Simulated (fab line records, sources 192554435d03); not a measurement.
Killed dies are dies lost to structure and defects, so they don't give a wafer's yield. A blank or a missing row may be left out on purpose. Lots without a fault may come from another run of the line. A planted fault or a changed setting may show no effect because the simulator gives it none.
fab line records | flow n5_finfet
record lots=5 wafers=15 last_day=17
route steps=1938 shown BEOL_M12@1608
lots that met no fault: from a run of the same line without faults
start_h: hours from the record's first day to the start of the lot's first wafer shown | wait_h: hours since the lot's step before | " the same as in the row above | L1.1+2: a row that stands for several wafers | - no value, or no start given | * or withheld: withheld | < > ~ a bound
route shown NAME@n: a module of which the file shows steps, and the number in the route of the first | usual: mean/standard deviation of fault-free wafers | same: alike in all rows | chamber/n: place in a boat | sites: the reading at each site | _std_site: their standard deviation | _edge_site: outer sites' mean less inner sites' | radius_mm: how far each site lies from the wafer's centre | mask NAME#n: copy n | behind: the tool/chamber that last shaped the wafer | hold: why the lot was held/for how many hours/how that ended | device: the transistor (n, p or np) that didn't switch | end of line: the same wafers' tests at the end of the route | a step without rows: its recipe alone | killed: dies lost to structure and defects at the first sort, not the wafer's yield | map: a wafer's dies, x killed, . not, _ none there
set.NAME: the setting as run; set.NAME@STEP: as run at that earlier step | model.NAME: the simulator's own value behind a step, which no gauge read
lots at some steps of the route; a table a step, a row a wafer
services: from which hour (start_h, from the record's first day; less than 0 if before it) a tool's chamber was out of use, for how many hours, and why
## steps
# step N5_BEOL_M12_EXPOSE_07
# recipe mask_id=V11 na=0.93 source_shape=conventional sigma_outer=0.6 polarization=unpolarized attpsm_phase_deg=180 dose_mj=32.5
# usual focus_offset_nm=-0.1/0.53
# same sigma_outer=0.6
# columns lot.wafer tool chamber start_h wait_h mask focus_offset_nm
L076.3 krf_scanner-01 0 259.98 - V11#0 -0.8
L076.4 " 0 " " V11#0 -0.5
L076.6 " 0 " " V11#0 -0.2
L084.2 krf_scanner-01 0 305.52 - V11#0 -0.2
L084.4 " 0 " " V11#0 -0.1
L084.5 " 0 " " V11#0 -0.3
L087.1 krf_scanner-02 0 333.52 - V11#0 0.3
L087.2 " 0 " " V11#0 -0.1
L087.4 " 0 " " V11#0 -0.1
L095.1 krf_scanner-02 0 368.42 - V11#0 -1.3
L095.4 " 0 " " V11#0 -1.2
L095.6 " 0 " " V11#0 -0.9
L094.2 krf_scanner-01 0 368.73 - V11#0 1.1
L094.3 " 0 " " V11#0 -0.2
L094.4 " 0 " " V11#0 -0.3
# step N5_BEOL_M12_PEB_08
# recipe peb_temp_c=130 peb_time_s=90
# usual resist_line_temp_C=23.02/0.12
# columns lot.wafer tool chamber start_h wait_h resist_line_temp_C
L076.3 litho_track-01 0 260.03 0.0 23.11
L076.4 " 0 " " 23.14
L076.6 " 0 " " 23.06
L084.2 litho_track-03 0 305.57 0.0 23.05
L084.4 " 0 " " 23.20
L084.5 " 0 " " 23.24
L087.1 litho_track-03 0 333.57 0.1 23.06
L087.2 " 0 " " 22.97
L087.4 " 0 " " 23.12
L095.1 litho_track-01 0 368.47 0.1 23.26
L095.4 " 0 " " 22.98
L095.6 " 0 " " 23.17
L094.2 litho_track-01 0 368.78 0.0 22.95
L094.3 " 0 " " 23.01
L094.4 " 0 " " 23.06
# step N5_BEOL_M12_DEVELOP_09
# recipe develop_time_s=45 rinse_liquid=diw dry=air_spin dev_temp_c=21
# usual resist_line_temp_C=23.00/0.094
# columns lot.wafer tool chamber start_h wait_h resist_line_temp_C
L076.3 litho_track-01 0 - - 23.05
L076.4 " 0 " " 23.14
L076.6 " 0 " " 23.11
L084.2 litho_track-03 0 - - 23.10
L084.4 " 0 " " 23.08
L084.5 " 0 " " 22.95
L087.1 litho_track-03 0 - - 22.81
L087.2 " 0 " " 23.01
L087.4 " 0 " " 23.03
L095.1 litho_track-01 0 - - 23.10
L095.4 " 0 " " 23.05
L095.6 " 0 " " 23.03
L094.2 litho_track-01 0 - - 23.07
L094.3 " 0 " " 23.08
L094.4 " 0 " " 23.16
# step N5_BEOL_M12_HARDBAKE_14
# recipe temp_c=130 time_s=120
# usual resist_line_temp_C=23.01/0.1
# columns lot.wafer tool chamber start_h wait_h resist_line_temp_C
L076.3 litho_track-01 0 - - 23.00
L076.4 " 0 " " 22.94
L076.6 " 0 " " 22.91
L084.2 litho_track-03 0 - - 23.05
L084.4 " 0 " " 23.15
L084.5 " 0 " " 23.14
L087.1 litho_track-03 0 - - 22.91
L087.2 " 0 " " 22.87
L087.4 " 0 " " 22.89
L095.1 litho_track-01 0 - - 22.92
L095.4 " 0 " " 23.04
L095.6 " 0 " " 22.93
L094.2 litho_track-01 0 - - 23.13
L094.3 " 0 " " 23.01
L094.4 " 0 " " 23.01
# step N5_BEOL_M12_CD_MEAS_10
# recipe target_cd_nm=140 landing_energy_ev=500 detector=se_inlens polarity=opening
# usual cd_nm=139.9/1.9
# columns lot.wafer tool chamber start_h wait_h cd_nm
L076.3 cd_sem-03 0 260.15 - 140.5
L076.4 " 0 " " 141.0
L076.6 " 0 " " 138.5
L084.2 cd_sem-02 0 305.69 - 144.1
L084.4 " 0 " " 141.6
L084.5 " 0 " " 141.9
L087.1 cd_sem-01 0 333.69 - 139.7
L087.2 " 0 " " 138.7
L087.4 " 0 " " 138.9
L095.1 cd_sem-03 0 368.59 - 140.0
L095.4 " 0 " " 142.7
L095.6 " 0 " " 140.3
L094.2 cd_sem-01 0 368.89 - 140.8
L094.3 " 0 " " 138.6
L094.4 " 0 " " 138.4
# step N5_BEOL_M12_OVL_MEAS_11
# recipe points_per_wafer=44
# usual V11_OVL=-2/5.8
# columns lot.wafer tool chamber start_h wait_h V11_OVL[nm]
L076.3 overlay-02 0 260.17 0.0 -9
L076.4 " 0 " " 4
L076.6 " 0 " " -3
L084.2 overlay-02 0 305.72 0.0 7
L084.4 " 0 " " 1
L084.5 " 0 " " 3
L087.1 overlay-02 0 333.72 0.0 4
L087.2 " 0 " " 4
L087.4 " 0 " " 4
L095.1 overlay-02 0 368.62 0.0 -4
L095.4 " 0 " " -1
L095.6 " 0 " " 1
L094.2 overlay-01 0 368.92 0.0 -1
L094.3 " 0 " " -9
L094.4 " 0 " " -6
# step N5_BEOL_M12_INSPECT_12
# recipe mode=adi inspect_instrument=macro
# usual raw_defect_count=2.1/1.4
# columns lot.wafer tool chamber start_h wait_h raw_defect_count
L076.3 defect_inspect-01 - 260.20 0.0 0
L076.4 " - " " 1
L076.6 " - " " 2
L084.2 defect_inspect-01 - 305.80 0.1 2
L084.4 " - " " 2
L084.5 " - " " 5
L087.1 defect_inspect-01 - 333.74 0.0 4
L087.2 " - " " 1
L087.4 " - " " 3
L095.1 defect_inspect-02 - 368.64 0.0 1
L095.4 " - " " 3
L095.6 " - " " 1
L094.2 defect_inspect-02 - 368.95 0.0 3
L094.3 " - " " 2
L094.4 " - " " 2
# step N5_BEOL_M12_DESCUM_15
# recipe chemistry=O2 time_s=7.9 source_power_w=50 bias_power_w=20 pressure_mtorr=20 rf_frequency_hz=2.712e+07 temp_c=40 o2_flow_sccm=225
# usual drypump_motor_current_A=5.7/0.43 oes_product_au=0.81/0.092 rf_fwd_power_W=49.37/0.22 rf_vpp_V=243.5/1.5 showerhead_plenum_p_Torr=2.11/0.078 throttle_valve_pct=20.26/0.18
# columns lot.wafer tool chamber start_h wait_h drypump_motor_current_A oes_product_au rf_fwd_power_W rf_hours_counter_h rf_vpp_V showerhead_plenum_p_Torr throttle_valve_pct
L076.3 rie_diel-02 1 260.23 0.0 5.7 0.75 48.97 167 240.8 2.00 20.31
L076.4 " 3 " " 5.6 0.95 49.29 - 245.3 2.14 19.89
L076.6 " 1 " " 5.7 0.74 49.20 - 242.2 2.00 20.30
L084.2 rie_diel-01 2 305.84 0.0 6.4 0.83 49.48 87 244.5 2.21 20.38
L084.4 " 0 " " 4.9 0.71 49.25 233 242.5 2.08 20.68
L084.5 " 1 " " 5.3 0.89 49.31 - 242.7 2.06 20.35
L087.1 rie_diel-04 1 333.78 0.0 6.4 0.99 49.57 1 244.0 2.12 20.11
L087.2 " 2 " " 5.7 0.77 49.52 133 241.8 2.01 20.26
L087.4 " 3 " " 5.8 0.69 49.38 226 243.6 2.05 20.23
L095.1 rie_diel-04 2 368.68 0.0 5.7 0.76 49.42 147 241.4 2.01 20.29
L095.4 " 3 " " 5.8 0.69 49.51 233 243.1 2.05 20.24
L095.6 " 0 " " 5.7 0.81 49.29 - 245.9 2.19 20.20
L094.2 rie_diel-02 3 369.15 0.2 5.7 0.86 49.56 49 244.4 2.13 19.94
L094.3 " 1 " " 5.7 0.71 49.36 206 242.3 1.98 20.38
L094.4 " 0 " " 5.3 0.95 48.98 5 243.6 2.05 19.93
# step N5_BEOL_M12_ETCH_59
# recipe chemistry=N2/H2 target=BARC target_depth_a=890 overetch_a=267 time_s=67.9 ion_energy_ev=200 pressure_mtorr=30 source_w=840 bias_w=150 n2_flow_sccm=200 h2_flow_sccm=200
# usual bias_w=150.0/0.45 drypump_motor_current_A=5.7/0.43 oes_product_au=0.69/0.074 rf_fwd_power_W=833/3.2 rf_vpp_V=524.6/2.7 showerhead_plenum_p_Torr=2.57/0.1 throttle_valve_pct=17.79/0.16
# columns lot.wafer tool chamber start_h wait_h bias_w drypump_motor_current_A oes_product_au rf_fwd_power_W rf_hours_counter_h rf_vpp_V showerhead_plenum_p_Torr throttle_valve_pct
L076.3 rie_diel-02 1 260.27 0.0 150.1 5.7 0.64 830 167 520.5 2.43 17.83
L076.4 " 3 " " 149.8 5.7 0.80 832 - 524.9 2.62 17.51
L076.6 " 1 " " 150.5 5.7 0.64 827 - 521.1 2.43 17.82
L084.2 rie_diel-01 2 305.87 0.0 150.4 6.4 0.70 833 87 528.4 2.69 17.91
L084.4 " 0 " " 148.7 4.9 0.60 834 233 522.9 2.49 17.94
L084.5 " 1 " " 149.8 5.3 0.75 835 - 521.3 2.49 17.71
L087.1 rie_diel-04 1 333.81 0.0 149.4 6.4 0.83 838 1 524.9 2.59 17.58
L087.2 " 2 " " 150.2 5.7 0.66 833 133 521.4 2.45 17.64
L087.4 " 3 " " 150.0 5.8 0.60 832 226 523.1 2.52 18.03
L095.1 rie_diel-04 2 368.71 0.0 150.5 5.7 0.65 836 147 522.2 2.44 17.67
L095.4 " 3 " " 150.0 5.8 0.59 832 233 524.4 2.52 18.06
L095.6 " 0 " " 150.4 5.7 0.71 831 - 528.5 2.69 17.88
L094.2 rie_diel-02 3 369.18 0.0 149.6 5.7 0.72 831 49 524.9 2.60 17.57
L094.3 " 1 " " 149.6 5.7 0.61 831 206 520.0 2.42 17.90
L094.4 " 0 " " 149.3 5.3 0.82 833 5 521.9 2.49 17.39
# step N5_BEOL_M12_VIA_ETCH_16
# recipe chemistry=C4F8/O2/Ar target=SiOC pressure_mtorr=30 source_w=3000 bias_w=700 Ar_flow_sccm=400 C4F8_flow_sccm=15 O2_flow_sccm=8 he_inner_torr=15 he_outer_torr=30 target_depth_a=7248 time_s=withheld ion_energy_ev=250 ends=cleared
# usual bias_w=700.3/2 drypump_motor_current_A=5.7/0.43 mfc_ar_sccm=399.7/1.2 oes_product_au=0.73/0.082 rf_fwd_power_W=2992/11 rf_vpp_V=666/3.3 showerhead_plenum_p_Torr=3.46/0.11 throttle_valve_pct=24.09/0.16
# columns lot.wafer tool chamber start_h wait_h bias_w drypump_motor_current_A mfc_ar_sccm oes_product_au rf_fwd_power_W rf_vpp_V showerhead_plenum_p_Torr throttle_valve_pct
L076.3 rie_diel-02 1 260.32 0.0 700.1 5.7 400.2 0.69 2985 661 3.30 24.18
L076.4 " 3 " " 701.7 5.7 399.2 0.85 2985 668 3.52 23.82
L076.6 " 1 " " 698.5 5.7 400.3 0.69 2976 661 3.30 24.17
L084.2 rie_diel-01 2 305.92 0.0 699.2 6.4 398.6 0.74 2996 671 3.61 24.21
L084.4 " 0 " " 700.6 4.9 398.9 0.63 3001 664 3.38 24.35
L084.5 " 1 " " 700.0 5.3 400.9 0.81 2964 663 3.33 24.00
L087.1 rie_diel-04 1 333.86 0.0 701.6 6.4 399.8 0.89 2992 667 3.48 23.99
L087.2 " 2 " " 701.1 5.8 397.9 0.69 2986 661 3.33 24.16
L087.4 " 3 " " 700.8 5.8 398.9 0.62 3003 665 3.40 24.24
L095.1 rie_diel-04 2 368.76 0.0 699.4 5.7 398.7 0.68 2992 663 3.32 24.20
L095.4 " 3 " " 697.3 5.8 400.0 0.62 3005 664 3.40 24.26
L095.6 " 0 " " 702.0 5.7 400.3 0.74 3001 670 3.55 23.92
L094.2 rie_diel-02 3 369.24 0.0 695.7 5.6 400.8 0.77 3000 668 3.50 23.87
L094.3 " 1 " " 701.4 5.7 401.0 0.65 2992 661 3.28 24.22
L094.4 " 0 " " 704.2 5.3 397.6 0.87 2996 663 3.38 23.86
# step N5_BEOL_M12_STRIP_63
# recipe chemistry=N2/H2 power_w=1000 temp_c=250 h2_frac=0.65 overash_fraction=0.3 pressure_mtorr=1000 n2_flow_sccm=1750 h2_flow_sccm=3250
# usual drypump_motor_current_A=5.7/0.33 heater_power_w=318/35 oes_product_au=0.693/0.0043 strip_time_to_endpoint_s=42.4/0.93
# columns lot.wafer tool chamber start_h wait_h drypump_motor_current_A heater_power_w oes_product_au rf_hours_counter_h strip_time_to_endpoint_s
L076.3 plasma_asher-02 1 260.54 - 5.8 316 0.682 - 43.3
L076.4 " 0 " " 6.1 331 0.696 - 42.2
L076.6 " 1 " " 5.8 311 0.703 - 42.5
L084.2 plasma_asher-01 1 306.12 - 5.7 265 0.704 80 44.3
L084.4 " 0 " " 5.2 370 0.695 - 44.7
L084.5 " 0 " " 5.2 378 0.694 - 42.4
L087.1 plasma_asher-01 0 334.06 - 5.2 357 0.697 86 42.4
L087.2 " 1 " " 5.6 262 0.703 86 42.2
L087.4 " 0 " " 5.2 358 0.692 - 42.8
L095.1 plasma_asher-02 0 368.96 - 6.1 336 0.691 146 44.1
L095.4 " 1 " " 5.8 317 0.690 - 43.0
L095.6 " 1 " " 5.8 317 0.695 - 42.8
L094.2 plasma_asher-02 0 369.44 - 6.1 338 0.690 147 41.9
L094.3 " 1 " " 5.8 317 0.697 - 43.7
L094.4 " 0 " " 6.1 331 0.686 - 41.8
# step N5_BEOL_M12_STRIP_64
# recipe chemistry=N2/H2 power_w=1000 temp_c=250 h2_frac=0.65 overash_fraction=0.3 pressure_mtorr=withheld n2_flow_sccm=1750 h2_flow_sccm=3250
# usual drypump_motor_current_A=5.7/0.33 heater_power_w=317/35 oes_product_au=0.715/0.0045 strip_time_to_endpoint_s=31.32/0.073
# columns lot.wafer tool chamber start_h wait_h drypump_motor_current_A heater_power_w oes_product_au rf_hours_counter_h strip_time_to_endpoint_s
L076.3 plasma_asher-02 1 260.60 0.0 5.8 311 0.720 - 31.27
L076.4 " 0 " " 6.1 320 0.720 - 31.30
L076.6 " 1 " " 5.7 313 0.714 - 31.21
L084.2 plasma_asher-01 1 306.18 0.0 5.7 263 0.723 80 31.26
L084.4 " 0 " " 5.2 366 0.719 - 31.27
L084.5 " 0 " " 5.2 366 0.714 - 31.33
L087.1 plasma_asher-01 0 334.12 0.0 5.2 367 0.712 86 31.35
L087.2 " 1 " " 5.6 258 0.718 86 31.45
L087.4 " 0 " " 5.2 358 0.721 - 31.38
L095.1 plasma_asher-02 0 369.02 0.0 6.1 332 0.714 146 31.33
L095.4 " 1 " " 5.8 314 0.715 - 31.35
L095.6 " 1 " " 5.8 314 0.704 - 31.43
L094.2 plasma_asher-02 0 369.50 0.0 6.1 331 0.714 147 31.29
L094.3 " 1 " " 5.8 317 0.706 - 31.30
L094.4 " 0 " " 6.1 331 0.717 - 31.32
# step N5_BEOL_M12_STRIP_71
# recipe chemistry=post_etch_residue_remover time_s=60 temp_c=25 remover_ph=withheld remover_water_wt_pct=withheld remover_fluoride_wt_pct=withheld
# columns lot.wafer tool chamber start_h wait_h
L076.3+4+6 wet_bench-03 0,5,1 260.67 0.0
L084.2+4+5 wet_bench-03 3,4,7 306.27 0.1
L087.1+2+4 wet_bench-02 7,6,1 334.21 0.1
L095.1+4+6 wet_bench-01 4,3,5 369.11 0.1
L094.2+3+4 wet_bench-03 0,7,4 369.58 0.1
# step N5_BEOL_M12_SRD_72
# recipe time_s=30 temp_c=23 rinse_liquid=diw dry=n2_spin spin_rpm=1500 dry_time_s=30
# columns lot.wafer tool chamber start_h wait_h
L076.3+4+6 wet_bench-03 0,5,1 260.68 0.0
L084.2+4+5 wet_bench-03 3,4,7 306.29 0.0
L087.1+2+4 wet_bench-02 7,6,1 334.23 0.0
L095.1+4+6 wet_bench-01 4,3,5 369.13 0.0
L094.2+3+4 wet_bench-03 0,7,4 369.60 0.0
# step N5_BEOL_M12_CD_MEAS_17
# recipe target_cd_nm=140 polarity=opening
# usual cd_nm=140.3/2
# columns lot.wafer tool chamber start_h wait_h cd_nm
L076.3 cd_sem-02 - 260.73 0.0 141.0
L076.4 " - " " 143.2
L076.6 " - " " 139.4
L084.2 cd_sem-03 - 306.33 0.0 143.1
L084.4 " - " " 140.7
L084.5 " - " " 142.8
L087.1 cd_sem-03 - 334.27 0.0 140.4
L087.2 " - " " 140.7
L087.4 " - " " 138.7
L095.1 cd_sem-02 - 369.17 0.0 139.7
L095.4 " - " " 141.6
L095.6 " - " " 139.8
L094.2 cd_sem-01 - 369.64 0.0 142.4
L094.3 " - " " 138.8
L094.4 " - " " 138.3
# step N5_BEOL_M12_COAT_65
# recipe resist=SOC temp_c=250 time_s=60 spin_rpm=1500 resist_thk_nm=300
# usual resist_line_temp_C=23.00/0.11
# columns lot.wafer tool chamber start_h wait_h resist_line_temp_C
L076.3 litho_track-03 0 260.76 0.0 22.89
L076.4 " 0 " " 22.92
L076.6 " 0 " " 22.92
L084.2 litho_track-04 0 306.37 0.0 22.84
L084.4 " 0 " " 22.88
L084.5 " 0 " " 22.89
L087.1 litho_track-01 0 334.31 0.0 23.08
L087.2 " 0 " " 22.93
L087.4 " 0 " " 22.99
L095.1 litho_track-04 0 369.21 0.0 23.03
L095.4 " 0 " " 22.93
L095.6 " 0 " " 23.07
L094.2 litho_track-04 0 369.68 0.0 23.05
L094.3 " 0 " " 23.11
L094.4 " 0 " " 22.87
# step N5_BEOL_M12_COAT_66
# recipe resist=SiARC temp_c=220 time_s=60 spin_rpm=1500 resist_thk_nm=110
# usual resist_line_temp_C=23.00/0.12
# columns lot.wafer tool chamber start_h wait_h resist_line_temp_C
L076.3 litho_track-03 0 - - 23.14
L076.4 " 0 " " 22.77
L076.6 " 0 " " 22.96
L084.2 litho_track-04 0 - - 23.09
L084.4 " 0 " " 23.17
L084.5 " 0 " " 23.02
L087.1 litho_track-01 0 - - 23.05
L087.2 " 0 " " 23.01
L087.4 " 0 " " 23.07
L095.1 litho_track-04 0 - - 22.86
L095.4 " 0 " " 22.88
L095.6 " 0 " " 22.86
L094.2 litho_track-04 0 - - 22.95
L094.3 " 0 " " 23.21
L094.4 " 0 " " 23.05
# step N5_BEOL_M12_COAT_22
# recipe spin_rpm=2888 resist_thk_nm=300
# usual resist_line_temp_C=22.96/0.11
# columns lot.wafer tool chamber start_h wait_h resist_line_temp_C
L076.3 litho_track-03 0 - - 22.84
L076.4 " 0 " " 22.88
L076.6 " 0 " " 22.87
L084.2 litho_track-04 0 - - 23.17
L084.4 " 0 " " 23.22
L084.5 " 0 " " 23.13
L087.1 litho_track-01 0 - - 23.12
L087.2 " 0 " " 23.04
L087.4 " 0 " " 23.11
L095.1 litho_track-04 0 - - 23.00
L095.4 " 0 " " 23.02
L095.6 " 0 " " 23.08
L094.2 litho_track-04 0 - - 22.84
L094.3 " 0 " " 22.96
L094.4 " 0 " " 22.95
# step N5_BEOL_M12_EBR_24
# recipe solvent=PGMEA ebr_width_mm=1.5
# usual resist_line_temp_C=23.01/0.097
# columns lot.wafer tool chamber start_h wait_h resist_line_temp_C
L076.3 litho_track-03 0 - - 22.86
L076.4 " 0 " " 23.11
L076.6 " 0 " " 22.95
L084.2 litho_track-04 0 - - 23.03
L084.4 " 0 " " 22.99
L084.5 " 0 " " 22.99
L087.1 litho_track-01 0 - - 23.05
L087.2 " 0 " " 23.04
L087.4 " 0 " " 23.16
L095.1 litho_track-04 0 - - 22.99
L095.4 " 0 " " 23.05
L095.6 " 0 " " 23.16
L094.2 litho_track-04 0 - - 23.00
L094.3 " 0 " " 23.19
L094.4 " 0 " " 23.05
# step N5_BEOL_M12_SOFTBAKE_23
# recipe temp_c=130 time_s=60
# usual resist_line_temp_C=22.99/0.095
# columns lot.wafer tool chamber start_h wait_h resist_line_temp_C
L076.3 litho_track-03 0 - - 22.91
L076.4 " 0 " " 22.98
L076.6 " 0 " " 22.91
L084.2 litho_track-04 0 - - 23.04
L084.4 " 0 " " 23.09
L084.5 " 0 " " 22.91
L087.1 litho_track-01 0 - - 23.05
L087.2 " 0 " " 23.05
L087.4 " 0 " " 22.97
L095.1 litho_track-04 0 - - 22.92
L095.4 " 0 " " 23.04
L095.6 " 0 " " 22.86
L094.2 litho_track-04 0 - - 22.96
L094.3 " 0 " " 22.98
L094.4 " 0 " " 23.00
# step N5_BEOL_M12_EXPOSE_25
# recipe mask_id=M12 na=0.93 source_shape=conventional sigma_outer=0.4 polarization=unpolarized dose_mj=21.8
# usual focus_offset_nm=0.0/0.49
# same sigma_outer=0.4
# columns lot.wafer tool chamber start_h wait_h mask focus_offset_nm
L076.3 krf_scanner-02 0 261.02 - M12#0 0.2
L076.4 " 0 " " M12#0 0.4
L076.6 " 0 " " M12#0 -0.2
L084.2 krf_scanner-01 0 306.52 - M12#0 0.6
L084.4 " 0 " " M12#0 -0.4
L084.5 " 0 " " M12#0 0.9
L087.1 krf_scanner-01 0 334.43 - M12#0 -0.4
L087.2 " 0 " " M12#0 0.3
L087.4 " 0 " " M12#0 -0.4
L095.1 krf_scanner-01 0 369.45 - M12#0 0.4
L095.4 " 0 " " M12#0 -0.6
L095.6 " 0 " " M12#0 -0.7
L094.2 krf_scanner-01 0 369.80 - M12#0 0.1
L094.3 " 0 " " M12#0 1.1
L094.4 " 0 " " M12#0 0.2
# step N5_BEOL_M12_PEB_26
# recipe peb_temp_c=130 peb_time_s=90
# usual resist_line_temp_C=23.01/0.1
# columns lot.wafer tool chamber start_h wait_h resist_line_temp_C
L076.3 litho_track-03 0 261.07 0.0 22.91
L076.4 " 0 " " 22.96
L076.6 " 0 " " 22.78
L084.2 litho_track-03 0 306.58 0.0 23.07
L084.4 " 0 " " 22.90
L084.5 " 0 " " 22.97
L087.1 litho_track-03 0 334.48 0.1 23.17
L087.2 " 0 " " 23.07
L087.4 " 0 " " 22.92
L095.1 litho_track-01 0 369.51 0.1 22.96
L095.4 " 0 " " 22.99
L095.6 " 0 " " 23.20
L094.2 litho_track-03 0 369.85 0.0 23.01
L094.3 " 0 " " 23.13
L094.4 " 0 " " 22.96
# step N5_BEOL_M12_DEVELOP_27
# recipe develop_time_s=45 rinse_liquid=diw dry=air_spin dev_temp_c=21
# usual resist_line_temp_C=22.98/0.11
# columns lot.wafer tool chamber start_h wait_h resist_line_temp_C
L076.3 litho_track-03 0 - - 22.97
L076.4 " 0 " " 22.79
L076.6 " 0 " " 22.89
L084.2 litho_track-03 0 - - 23.13
L084.4 " 0 " " 23.04
L084.5 " 0 " " 23.18
L087.1 litho_track-03 0 - - 23.00
L087.2 " 0 " " 23.11
L087.4 " 0 " " 23.15
L095.1 litho_track-01 0 - - 22.86
L095.4 " 0 " " 22.93
L095.6 " 0 " " 22.97
L094.2 litho_track-03 0 - - 23.08
L094.3 " 0 " " 23.05
L094.4 " 0 " " 23.05
# step N5_BEOL_M12_HARDBAKE_32
# recipe temp_c=130 time_s=120
# usual resist_line_temp_C=23.03/0.089
# columns lot.wafer tool chamber start_h wait_h resist_line_temp_C
L076.3 litho_track-03 0 - - 22.96
L076.4 " 0 " " 22.99
L076.6 " 0 " " 23.16
L084.2 litho_track-03 0 - - 23.03
L084.4 " 0 " " 23.06
L084.5 " 0 " " 22.99
L087.1 litho_track-03 0 - - 23.24
L087.2 " 0 " " 22.94
L087.4 " 0 " " 23.01
L095.1 litho_track-01 0 - - 23.12
L095.4 " 0 " " 23.10
L095.6 " 0 " " 23.11
L094.2 litho_track-03 0 - - 22.96
L094.3 " 0 " " 22.93
L094.4 " 0 " " 23.00
# step N5_BEOL_M12_CD_MEAS_28
# recipe target_cd_nm=160.2 landing_energy_ev=500 detector=se_inlens polarity=opening
# usual cd_nm=159.9/1.6
# columns lot.wafer tool chamber start_h wait_h cd_nm
L076.3 cd_sem-02 0 261.18 - 160.5
L076.4 " 0 " " 159.6
L076.6 " 0 " " 158.1
L084.2 cd_sem-02 0 306.69 - 159.5
L084.4 " 0 " " 159.9
L084.5 " 0 " " 158.9
L087.1 cd_sem-03 0 334.60 - 158.8
L087.2 " 0 " " 158.6
L087.4 " 0 " " 156.0
L095.1 cd_sem-03 0 369.62 - 159.4
L095.4 " 0 " " 161.4
L095.6 " 0 " " 161.6
L094.2 cd_sem-01 0 369.97 - 160.7
L094.3 " 0 " " 157.4
L094.4 " 0 " " 159.4
# step N5_BEOL_M12_OVL_MEAS_29
# recipe points_per_wafer=44
# usual M12_OVL=-6/6
# columns lot.wafer tool chamber start_h wait_h M12_OVL[nm]
L076.3 overlay-01 0 261.21 0.0 -5
L076.4 " 0 " " -8
L076.6 " 0 " " -12
L084.2 overlay-02 0 306.72 0.0 -1
L084.4 " 0 " " -2
L084.5 " 0 " " 0
L087.1 overlay-02 0 334.63 0.0 -4
L087.2 " 0 " " -16
L087.4 " 0 " " -12
L095.1 overlay-02 0 369.65 0.0 0
L095.4 " 0 " " 1
L095.6 " 0 " " 3
L094.2 overlay-02 0 370.00 0.0 -2
L094.3 " 0 " " -6
L094.4 " 0 " " 1
# step N5_BEOL_M12_INSPECT_30
# recipe mode=adi inspect_instrument=macro
# usual raw_defect_count=2.2/1.6
# columns lot.wafer tool chamber start_h wait_h raw_defect_count
L076.3 defect_inspect-01 - 261.23 0.0 1
L076.4 " - " " 6
L076.6 " - " " 3
L084.2 defect_inspect-01 - 306.74 0.0 2
L084.4 " - " " 2
L084.5 " - " " 0
L087.1 defect_inspect-01 - 334.65 0.0 2
L087.2 " - " " 1
L087.4 " - " " 4
L095.1 defect_inspect-01 - 369.68 0.0 2
L095.4 " - " " 2
L095.6 " - " " 1
L094.2 defect_inspect-01 - 370.02 0.0 1
L094.3 " - " " 2
L094.4 " - " " 1
# step N5_BEOL_M12_DESCUM_33
# recipe chemistry=O2 time_s=7.9 source_power_w=50 bias_power_w=20 pressure_mtorr=20 rf_frequency_hz=2.712e+07 temp_c=40 o2_flow_sccm=225
# usual drypump_motor_current_A=5.8/0.41 oes_product_au=0.80/0.084 rf_fwd_power_W=49.43/0.23 rf_vpp_V=243.5/1.4 showerhead_plenum_p_Torr=2.11/0.078 throttle_valve_pct=20.27/0.16
# columns lot.wafer tool chamber start_h wait_h drypump_motor_current_A oes_product_au rf_fwd_power_W rf_hours_counter_h rf_vpp_V showerhead_plenum_p_Torr throttle_valve_pct
L076.3 rie_diel-04 3 261.39 0.2 5.8 0.71 49.40 196 242.8 2.06 20.19
L076.4 " 1 " " 6.4 0.70 49.71 239 243.6 2.13 20.50
L076.6 " 3 " " 5.8 0.70 49.42 - 243.8 2.06 20.19
L084.2 rie_diel-01 0 306.78 0.0 4.9 0.70 49.33 233 242.5 2.08 20.67
L084.4 " 1 " " 5.3 0.89 49.61 25 242.6 2.06 20.35
L084.5 " 1 " " 5.3 0.89 49.44 - 243.4 2.06 20.35
L087.1 rie_diel-02 1 334.69 0.0 5.6 0.73 49.10 192 242.7 1.99 20.36
L087.2 " 3 " " 5.7 0.89 49.52 35 244.1 2.13 19.93
L087.4 " 2 " " 5.9 0.92 49.06 24 244.7 2.22 20.37
L095.1 rie_diel-04 0 369.71 0.0 5.7 0.82 49.48 93 246.1 2.19 20.22
L095.4 " 2 " " 5.8 0.76 49.58 147 241.9 2.01 20.29
L095.6 " 1 " " 6.4 0.94 49.27 - 243.1 2.11 20.14
L094.2 rie_diel-04 2 370.20 0.2 5.7 0.76 49.36 148 240.8 2.01 20.28
L094.3 " 1 " " 6.4 0.93 49.56 16 244.2 2.11 20.14
L094.4 " 3 " " 5.8 0.68 49.54 234 241.7 2.05 20.23
## services
# columns tool chamber start_h hours kind
rie_diel-02 2 244.49 - clean
rie_diel-02 2 244.49 - consumable_replace:focus_ring
rie_diel-02 2 244.49 - consumable_replace:showerhead
rie_diel-02 2 244.49 30.8 scheduled_down
litho_track-03 - 257.94 - consumable_replace:filter
krf_scanner-01 - 269.52 4.0 pm
plasma_asher-02 - 278.62 1.7 repair
krf_scanner-02 - 278.90 1.0 pm
plasma_asher-01 - 285.22 0.9 repair
krf_scanner-01 - 290.03 0.8 pm
rie_diel-02 1 300.39 15.4 repair
krf_scanner-01 - 302.46 1.0 pm
rie_diel-02 3 305.25 2.1 repair
rie_diel-04 1 308.27 2.9 repair
rie_diel-04 0 311.57 9.9 repair
krf_scanner-01 - 318.54 1.3 pm
plasma_asher-02 - 323.25 2.8 pm
krf_scanner-02 - 326.00 0.4 repair
rie_diel-04 3 346.23 10.6 repair
rie_diel-04 - 352.25 0.6 repair
krf_scanner-02 - 357.11 0.8 pm
krf_scanner-01 - 361.03 2.7 repair
litho_track-01 - 362.01 - consumable_replace:filter
krf_scanner-02 - 369.20 1.0 repair
## key
fault none
